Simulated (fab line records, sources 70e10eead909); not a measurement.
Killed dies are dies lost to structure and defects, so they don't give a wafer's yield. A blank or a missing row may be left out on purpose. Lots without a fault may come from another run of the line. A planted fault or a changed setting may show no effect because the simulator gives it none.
Chamber matching | flow nand_harc | NHARC_P_M0_CMP_23 on cmp-03: 4 sister chambers
The step polishes, t overpolish 20 s, target thk 117.54 nm. 20 wafers are shown with their chamber, then 10 later ones without.

WAFERS WITH THEIR CHAMBER
wafer  | chamber | motor_current_A (A) | time_to_endpoint_s (s) | slurry_flow_ml_min
L074.2 | 3       | 13.9                | 27.9                   | 149.4
L074.3 | 0       | 13.3                | 29.1                   | 151.0
L074.6 | 3       | 14.0                | 27.5                   | 150.3
L075.3 | 1       | 11.6                | 29.9                   | 150.2
L075.5 | 1       | 11.1                | 29.4                   | 149.9
L075.6 | 2       | 13.5                | 32.6                   | 150.0
L079.1 | 2       | 13.0                | 25.8                   | 150.0
L079.3 | 0       | 12.4                | 26.3                   | 150.4
L079.4 | 1       | 10.9                | 27.4                   | 150.4
L082.1 | 3       | 14.4                | 30.1                   | 149.7
L082.2 | 2       | 13.2                | 30.2                   | 149.6
L082.5 | 2       | 13.2                | 29.7                   | 149.4
L083.2 | 2       | 13.7                | 30.5                   | 150.4
L083.4 | 0       | 13.1                | 29.8                   | 149.8
L083.5 | 1       | 11.4                | 29.0                   | 150.1
L085.2 | 1       | 11.0                | 27.8                   | 148.9
L085.3 | 2       | 13.2                | 30.9                   | 150.3
L085.4 | 3       | 13.5                | 30.5                   | 150.3
L088.3 | 0       | 13.3                | 26.6                   | 150.3
L088.4 | 1       | 10.9                | 27.2                   | 149.8

SIGNATURES (means of the wafers above)
reading            | chamber 0 | chamber 1 | chamber 2 | chamber 3 | scatter within a chamber
motor_current_A    | 13.025    | 11.150    | 13.300    | 13.950    | 0.325
time_to_endpoint_s | 27.950    | 28.450    | 29.950    | 29.000    | 1.74
slurry_flow_ml_min | 150.375   | 149.883   | 149.950   | 149.925   | 0.466
Rule: a wafer's distance from a chamber is the root of the sum, over the readings, of the square of ((its reading less the chamber's mean) divided by the reading's scatter). The wafer belongs to the nearest chamber; if the next one is less than 2 further off, it can't be placed. The scatter: the root of (the sum of the squares of (reading less its chamber's mean) over the shown wafers, divided by (wafers less chambers)).

WAFERS WITHOUT THEIR CHAMBER
wafer  | motor_current_A (A) | time_to_endpoint_s (s) | slurry_flow_ml_min
L088.6 | 13.6                | 27.0                   | 150.3
L091.3 | 13.4                | 27.9                   | 149.5
L091.4 | 10.6                | 27.7                   | 150.4
L091.6 | 11.1                | 27.6                   | 150.0
L092.4 | 11.2                | 27.9                   | 150.0
L092.5 | 14.3                | 28.1                   | 150.0
L092.6 | 13.4                | 28.8                   | 149.6
L096.2 | 10.8                | 28.7                   | 150.5
L096.3 | 13.5                | 30.6                   | 150.1
L096.5 | 13.4                | 28.4                   | 150.2

WHICH CHAMBER EACH WENT THROUGH
wafer  | from the rows above          | in truth
L088.6 | can't be placed: 3 or 0 or 2 | 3
L091.3 | can't be placed: 2 or 3 or 0 | 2
L091.4 | 1                            | 1
L091.6 | 1                            | 1
L092.4 | 1                            | 1
L092.5 | 3                            | 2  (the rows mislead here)
L092.6 | can't be placed: 2 or 3 or 0 | 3
L096.2 | 1                            | 1
L096.3 | can't be placed: 2 or 3 or 0 | 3
L096.5 | can't be placed: 2 or 0 or 3 | 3
Placed correctly: 4 of 10. Can't be placed from these rows: 5 (the true chamber is among the candidates in 5). Placed wrongly: 1.
